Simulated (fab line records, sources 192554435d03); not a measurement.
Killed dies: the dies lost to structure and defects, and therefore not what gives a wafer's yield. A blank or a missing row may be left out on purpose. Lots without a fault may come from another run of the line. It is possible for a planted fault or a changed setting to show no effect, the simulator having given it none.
Comparing a struck lot with a sound one + flow n5_finfet + 36 out of 1938 route steps
Sound: these wafers, L977.1, L977.3, L977.4. Wafers L962.1, L962.3, L962.4 were the ones struck. The cause comes at the end.
For every step that has rows: the tool of each side, followed by ch and its chambers, followed by its first start. Under that, the readings that differ: sound wafers + struck wafers + difference of the means + sigmas: that difference in standard deviations of wafers without a fault.
alike: readings with means less than 2 such deviations apart, plus words and numbers identical on both sides. not compared: withheld readings, readings lacking a value on some wafer, bounds such as >300 that could conceal the same value, and numbers that have no deviation in the record and whose values overlap.
Wherever a step has rows on one side only, a row that says differs or no value, or a row with sigmas, the two part there. Non-overlapping numbers with no deviation appear without sigmas and do not part them. A reading that every wafer of one side lacks parts them only if that side has two wafers or more.

first, 9 steps without rows for these wafers: N5_BEOL_M4_ANNEAL_95 (time 240 s); N5_BEOL_M4_SPUTTER_96 (material Cu, target thk 4.5 nm, time 8.29 s); N5_BEOL_M4_ECD_50 (material Cu, target thk 300 nm); N5_BEOL_M4_ANNEAL_51 (time 90 s); N5_BEOL_M4_CMP_52 (polishes, stops on SiOC, t overpolish 6.8 s, target thk 40 nm); N5_BEOL_M4_PRE_CLEAN_60 (time 15 s); N5_BEOL_M4_CO_CAP_55 (material Co, precursor CCTBA/H2, target thk 2 nm, time 102.1 s); N5_BEOL_M4_PRE_CLEAN_56 (time 15 s); N5_BEOL_M4_DEP_57 (deposits SiCN from 3MS/NH3, target thk 8 nm, time 14 s).
N5_BEOL_M4_RC_MEAS_101:
  sound on prober-01 ch 0, day 14 04:31; struck on prober-02 ch 0, day 9 17:02
  alike: DIBL_N, DIBL_P, IOFF_N, IOFF_P, ION_N, ION_P, SS_N, SS_P, VT_N, VT_P
then, 24 steps without rows for these wafers: N5_BEOL_M5_ILD_DEP_00 (deposits SiCOH lowk from DEMS/porogen, target thk 140.64 nm, time 25.9 s); N5_BEOL_M5_CURE_79 (cures SiCOH lowk, time 240 s); N5_BEOL_M5_PECVD_70 (deposits SiO2 from TEOS/O2, target thk 16 nm, time 18 s); N5_BEOL_M5_HM_DEP_02 (deposits TiN, target thk 20 nm); N5_BEOL_M5_COAT_59 (time 60 s, resist thk 60 nm); N5_BEOL_M5_COAT_60 (time 60 s, resist thk 12 nm); N5_BEOL_M5_COAT_71 (time 60 s, resist thk 5 nm); N5_BEOL_M5_COAT_05 (resist thk 30 nm); N5_BEOL_M5_EBR_07; N5_BEOL_M5_SOFTBAKE_06 (time 60 s); N5_BEOL_M5_EXPOSE_08 (exposes mask M5, target cd 28 nm); N5_BEOL_M5_PEB_09 (peb time 60 s); N5_BEOL_M5_DEVELOP_10 (develop time 30 s); N5_BEOL_M5_DESCUM_16 (chemistry O2, time 7 s); N5_BEOL_M5_ETCH_72 (etches underlayer in N2/H2, target depth 6.5 nm, time 5.2 s); N5_BEOL_M5_ETCH_61 (etches SiARC in CF4, target depth 15.6 nm, time 26 s); N5_BEOL_M5_ETCH_62 (etches SOC in N2/H2, target depth 75 nm, overetch 15 nm, time 112.5 s); N5_BEOL_M5_STRIP_63 (strips in N2/H2); N5_BEOL_M5_STRIP_73 (strips in N2/H2); N5_BEOL_M5_STRIP_64 (strips in CF4); N5_BEOL_M5_HM_OPEN_17 (chemistry Cl2/BCl3, target TiN, target depth 20 nm, overetch 6 nm); N5_BEOL_M5_STRIP_19 (strips in O2); N5_BEOL_M5_COAT_65 (time 60 s, resist thk 60 nm); N5_BEOL_M5_COAT_66 (time 60 s, resist thk 12 nm).
-- record jumps: 3 days separate the struck wafers' starts on either side; left off in module BEOL_M5, taken up again in module MIM_TOP, whose first shown step is the route's number 1835 --
N5_MIM_TOP_ALD_01: deposits HfO2, target thk 5.6 nm, pulse time 1 s, purge time 3 s.
  sound on ald_hk-03 ch 0,1,3, day 18 16:00; struck on ald_hk-02 ch 0,2,3, day 13 03:00
  no value came back on the struck wafers for ald_cycles, co_reactant_pulse_time_s (s), precursor_pulse_height_rel; on the sound wafers ald_cycles reads 62 62 62
N5_PASSIVATION_PROBE_49:
  struck on prober-02, day 13 14:52; sound on prober-01, day 19 05:41
| reading                  | sound          | struck         | difference | sigmas      |
|--------------------------|----------------|----------------|------------|-------------|
| defect_limited_yield (%) | 92.0 91.4 92.0 | 4.2 3.8 3.2    | -88.1      | -52         |
| killed_at_other          | 1 3 3          | 1043 1045 1006 | +1029      | +99 or more |
| killed_dies              | 94 101 94      | 1131 1135 1142 | +1040      | +52         |
| killed_on_rim            | 14 8 15        | 131 152 132    | +126       | +32         |
| sort_bin_5_function (%)  | 5.6 5.3 4.7    | 92.9 92.5 92.3 | +87.4      | +79         |
| sort_n_pass              | 1086 1079 1086 | 49 45 38       | -1040      | -50         |
| sort_yield_pct (%)       | 92.0 91.4 92.0 | 4.2 3.8 3.2    | -88.1      | -52         |
  alike: killed_at_M0_to_M3, killed_at_M4_up, killed_at_contacts, killed_at_front_end, killed_open, killed_short, sort_bin_6_memory

== WHERE THEY PART ==
Earliest at N5_MIM_TOP_ALD_01; latest, in this record, at N5_PASSIVATION_PROBE_49.

WHY: what the simulator had put in
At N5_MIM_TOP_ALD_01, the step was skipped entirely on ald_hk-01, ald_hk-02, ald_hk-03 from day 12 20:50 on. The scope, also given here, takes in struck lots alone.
